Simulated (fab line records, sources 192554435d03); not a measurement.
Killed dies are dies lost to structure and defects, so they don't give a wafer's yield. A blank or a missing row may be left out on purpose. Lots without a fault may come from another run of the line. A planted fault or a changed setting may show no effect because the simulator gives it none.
Problem report in the 8D (eight disciplines) form, filled by code | flow n5_finfet | the parts of the form that need people (team, actions taken, sign-off) are left out

1. THE PROBLEM
chamber_pressure_pa at N5_MIM_BOT_SPUTTER_00 reads a mean of 0.4293 Pa on 6 wafers of 2 lots; wafers without a fault read 0.5000 Pa with a standard deviation of 0.0011. That is -64 standard deviations from the usual mean.
The step: material TiN, target thk 35 nm, time 89.7 s.
First seen on wafer L807.1, day 15 09:05, on pvd_sputter-03. The record holds 36 wafers of 12 lots with a number at this step. Rule for "out", or "out of limits": more than 4 standard deviations from the usual mean. The other wafers with a number count as sound.

2. WHAT IT IS AND WHAT IT IS NOT
question                    | is                     | is not
which readings at this step | chamber_pressure_pa    | -
which lots                  | L806, L807             | L792, L797, L799, L800, L801, L802, L805, L808, L809, L813
which wafers of those lots  | all that have a number | -
read on which tools         | pvd_sputter-03         | pvd_sputter-01, pvd_sputter-02
when                        | from day 15 09:05      | up to then (21 sound wafers); but 9 sound wafers of L808, L809, L813 came after

3. SUSPECTS, AND WHAT RULES EACH OUT
Counting: a tool at a process step up to the reading stays a suspect if it ran every lot that is out and no sound lot after the first of them.
- pvd_sputter-03 at N5_MIM_BOT_DEGAS_01 (time 60 s): kept. It ran every lot that is out, first L807 (day 15 09:03), and no sound lot after that; its last sound lot up to then is L805 (day 15 04:07).
- pvd_sputter-03 at N5_MIM_BOT_SPUTTER_00 (material TiN, target thk 35 nm, time 89.7 s): kept. It ran every lot that is out, first L807 (day 15 09:05), and no sound lot after that; its last sound lot up to then is L805 (day 15 04:09). Its own readings are out on those wafers: chamber_pressure_pa.
Left after counting: pvd_sputter-03 at N5_MIM_BOT_DEGAS_01, pvd_sputter-03 at N5_MIM_BOT_SPUTTER_00.

4. THE CAUSE (what the simulator had put in)
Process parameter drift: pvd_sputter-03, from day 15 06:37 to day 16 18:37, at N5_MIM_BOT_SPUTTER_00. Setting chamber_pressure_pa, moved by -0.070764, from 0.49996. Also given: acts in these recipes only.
Counting left 2 suspects, and this tool is among them.

5. THE CHAIN OF EFFECTS, in route order
Each row: a reading whose mean over the struck wafers that have a number lies more than 3 standard deviations from the usual. Only readings for which the record gives a usual standard deviation are gone through. hours: the time from each lot's start at the first step in this table that gives one to its start at this step, as a median over the lots. sigmas: the change in usual standard deviations.
hours | step                  | reading             | usual     | on struck wafers | change  | sigmas
0     | N5_MIM_BOT_SPUTTER_00 | chamber_pressure_pa | 0.5000 Pa | 0.4293           | -0.0707 | -64
The process steps in it:
- N5_MIM_BOT_SPUTTER_00: material TiN, target thk 35 nm, time 89.7 s.

6. WHAT WOULD HAVE CAUGHT IT SOONER
In this record the first reading out of limits was taken at day 15 09:05, 2 hours after the fault began at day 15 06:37.
